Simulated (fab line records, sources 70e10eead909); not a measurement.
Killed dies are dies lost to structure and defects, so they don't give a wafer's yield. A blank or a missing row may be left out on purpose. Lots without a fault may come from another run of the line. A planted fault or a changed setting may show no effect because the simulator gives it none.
Chamber matching | flow nand_harc | NHARC_A_BONDPAD_DEP_00 on pecvd-02: 3 sister chambers
The step deposits SiCN, target thk 250 nm. 6 wafers are shown with their chamber, then 7 later ones without.

WAFERS WITH THEIR CHAMBER
wafer  | chamber | showerhead_vpp_V (V) | heater_power_w (W)
L284.3 | 0       | 1271                 | 423
L296.6 | 0       | 1263                 | 479
L299.1 | 2       | 1246                 | 653
L299.6 | 1       | 1283                 | 671
L303.1 | 1       | 1318                 | 675
L303.2 | 2       | 1247                 | 614

WAFERS WITHOUT THEIR CHAMBER
wafer  | showerhead_vpp_V (V) | heater_power_w (W)
L303.5 | 1326                 | 684
L304.1 | 1266                 | 548
L304.3 | 1213                 | 417
L304.6 | 1256                 | 569
L305.1 | 1276                 | 756
L305.2 | 1255                 | 506
L305.6 | 1242                 | 508

WHICH CHAMBER EACH WENT THROUGH
wafer  | from the rows above          | in truth
L303.5 | 1                            | 1
L304.1 | can't be placed: 2 or 0 or 1 | 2
L304.3 | 0                            | 0
L304.6 | can't be placed: 2 or 0      | 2
L305.1 | can't be placed: 1 or 2      | 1
L305.2 | 0                            | 0
L305.6 | can't be placed: 0 or 2      | 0
Placed correctly: 3 of 7. Can't be placed from these rows: 4 (the true chamber is among the candidates in 4). Placed wrongly: 0.
How it was worked out, from the rows above alone: a wafer's distance from a chamber is the root of the sum, over the readings, of the square of ((its reading less the chamber's mean) divided by the reading's scatter). The wafer belongs to the nearest chamber; if the next one is less than 2 further off, it can't be placed. A chamber's mean is the mean of its shown wafers. The scatter: the root of (the sum of the squares of (reading less its chamber's mean) over the shown wafers, divided by (wafers less chambers)).
